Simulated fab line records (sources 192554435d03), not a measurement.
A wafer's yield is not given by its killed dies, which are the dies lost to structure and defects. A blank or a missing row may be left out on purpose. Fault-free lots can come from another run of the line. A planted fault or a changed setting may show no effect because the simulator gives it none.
A struck lot beside a sound one    flow n5Finfet    41 steps out of a route of 1938
Sound: the wafers L750.2, L750.3, L750.4. Struck: wafer L742.6; the same lot's L742.4 was not struck, so it is left out; see the end for the cause.
Order at every step that has rows: each side's tool, ch and its chambers, its first start. Under that, the readings that differ: sound wafers    struck wafers    difference of the means    sigmas: that difference in standard deviations of wafers without a fault.
alike: readings with means less than 2 such deviations apart, plus words and numbers identical on both sides. not compared: withheld readings, readings lacking a value on some wafer, bounds such as >300 that could conceal the same value, and numbers that have no deviation in the record and whose values overlap.
A row with sigmas, a row that says differs or no value, or rows on one side alone: a step with any of these is where the two part. When numbers do not overlap yet have no deviation, they are printed without sigmas and do not part them. Lack of a reading on every wafer of one side parts them only where that side has two or more wafers.

first, 9 steps without rows for these wafers: N5_BEOL_M4_ANNEAL_95 (time 240 s); N5_BEOL_M4_SPUTTER_96 (material Cu, target thk 4.5 nm, time 8.29 s); N5_BEOL_M4_ECD_50 (material Cu, target thk 300 nm); N5_BEOL_M4_ANNEAL_51 (time 90 s); N5_BEOL_M4_CMP_52 (polishes, stops on SiOC, t overpolish 6.8 s, target thk 40 nm); N5_BEOL_M4_PRE_CLEAN_60 (time 15 s); N5_BEOL_M4_CO_CAP_55 (material Co, precursor CCTBA/H2, target thk 2 nm, time 102.1 s); N5_BEOL_M4_PRE_CLEAN_56 (time 15 s); N5_BEOL_M4_DEP_57 (deposits SiCN from 3MS/NH3, target thk 8 nm, time 14 s).
N5_BEOL_M4_RC_MEAS_101:
  sound on prober-02 ch 0, day 15 04:00; struck on prober-02 ch 0, day 12 06:42
reading         sound           struck  difference  sigmas
IOFF_N (nA/um)  0.17 0.12 0.14  0.22    +0.08       +2
SS_P (mV/dec)   73.0 72.4 72.4  74.0    +1.4        +2
VT_N (mV)       249 254 250     242     -9          -3
VT_P (mV)       -251 -252 -250  -244    +7          +2
  alike: DIBL_N, DIBL_P, IOFF_P, ION_N, ION_P, SS_N
then, 24 steps without rows for these wafers: N5_BEOL_M5_ILD_DEP_00 (deposits SiCOH lowk from DEMS/porogen, target thk 140.64 nm, time 25.9 s); N5_BEOL_M5_CURE_79 (cures SiCOH lowk, time 240 s); N5_BEOL_M5_PECVD_70 (deposits SiO2 from TEOS/O2, target thk 16 nm, time 18 s); N5_BEOL_M5_HM_DEP_02 (deposits TiN, target thk 20 nm); N5_BEOL_M5_COAT_59 (time 60 s, resist thk 60 nm); N5_BEOL_M5_COAT_60 (time 60 s, resist thk 12 nm); N5_BEOL_M5_COAT_71 (time 60 s, resist thk 5 nm); N5_BEOL_M5_COAT_05 (resist thk 30 nm); N5_BEOL_M5_EBR_07; N5_BEOL_M5_SOFTBAKE_06 (time 60 s); N5_BEOL_M5_EXPOSE_08 (exposes mask M5, target cd 28 nm); N5_BEOL_M5_PEB_09 (peb time 60 s); N5_BEOL_M5_DEVELOP_10 (develop time 30 s); N5_BEOL_M5_DESCUM_16 (chemistry O2, time 7 s); N5_BEOL_M5_ETCH_72 (etches underlayer in N2/H2, target depth 6.5 nm, time 5.2 s); N5_BEOL_M5_ETCH_61 (etches SiARC in CF4, target depth 15.6 nm, time 26 s); N5_BEOL_M5_ETCH_62 (etches SOC in N2/H2, target depth 75 nm, overetch 15 nm, time 112.5 s); N5_BEOL_M5_STRIP_63 (strips in N2/H2); N5_BEOL_M5_STRIP_73 (strips in N2/H2); N5_BEOL_M5_STRIP_64 (strips in CF4); N5_BEOL_M5_HM_OPEN_17 (chemistry Cl2/BCl3, target TiN, target depth 20 nm, overetch 6 nm); N5_BEOL_M5_STRIP_19 (strips in O2); N5_BEOL_M5_COAT_65 (time 60 s, resist thk 60 nm); N5_BEOL_M5_COAT_66 (time 60 s, resist thk 12 nm).
N5_BEOL_M6_HM_DEP_02: deposits TiN, target thk 20 nm.
  sound on pvdSputter-02 at day 15 22:40; struck on pvdSputter-03 at day 12 21:31
reading                                    sound         struck  difference  sigmas
model.TiN_of_BEOL_M6_HM_DEP_02.thkNm (nm)  20 20.2 19.8  36.2    +16.2       
  alike: substrateTempC, throttleValvePct
N5_BEOL_M6_HM_OPEN_17: chemistry Cl2/BCl3, target TiN, target depth 20 nm, overetch 6 nm.
  sound on rieMetal-02 ch 0,1, day 15 23:26; struck on rieMetal-01 ch 1, day 12 22:35
reading                  sound            struck  difference  sigmas
model.etch.depthNm (nm)  20.1 20.2 19.75  26.38   +6.36       
  alike: bcl3FlowSccm, drypumpMotorCurrentA, oesProductAu, throttleValvePct
  not compared: rfHoursCounterH
N5_BEOL_M6_VIA_ETCH_34: etches SiCOH lowk in C4F6/O2, target depth 126.3 nm, time 50.9 s.
  sound on rieDiel-06 ch 1,2,3, day 16 01:43; struck on rieDiel-02 ch 0, day 12 23:45
reading              sound           struck  difference  sigmas
oesProductAu (a.u.)  0.74 0.78 0.82  0.26    -0.52       -6
  alike: drypumpMotorCurrentA, rfVppV, showerheadPlenumPTorr, throttleValvePct
  not compared: rfHoursCounterH
N5_BEOL_M6_TRENCH_ETCH_37: etches SiCOH lowk in C4F6/O2, target depth 94.435 nm, time 31.5 s.
  sound on rieDiel-06 ch 1,2,3; struck on rieDiel-02 ch 0
reading                                    sound         struck  difference  sigmas
model.TiN_of_BEOL_M6_HM_DEP_02.thkNm (nm)  17.4 17.6 17  33.6    +16.3       
  alike: drypumpMotorCurrentA, oesProductAu, rfVppV, showerheadPlenumPTorr, throttleValvePct
  not compared: rfHoursCounterH
N5_BEOL_M6_OCD_MEAS_38:
  sound on ocd-02 at day 16 01:58; struck on ocd-01 at day 12 23:59
  not compared: trenchDepthNm
N5_BEOL_M6_CD_MEAS_35: target cd 40 nm, target cd y 28 nm.
  sound on cdSem-01 at day 16 02:07; struck on cdSem-02 at day 13 00:08
  not compared: cdNm
-- the record jumps here: 4 days lie between the struck wafers' starts before and after (it left off in module BEOL_M6 and takes up again in module PASSIVATION, whose first step shown is number 1936 of the route) --
N5_PASSIVATION_PROBE_49:
  only the struck wafers here have rows in the record (prober-01, day 16 12:11); the sound ones have none

== WHERE THEY PART ==
At N5_BEOL_M4_RC_MEAS_101 first; at N5_PASSIVATION_PROBE_49 last (within this record only).

WHY: what had been put in by the simulator
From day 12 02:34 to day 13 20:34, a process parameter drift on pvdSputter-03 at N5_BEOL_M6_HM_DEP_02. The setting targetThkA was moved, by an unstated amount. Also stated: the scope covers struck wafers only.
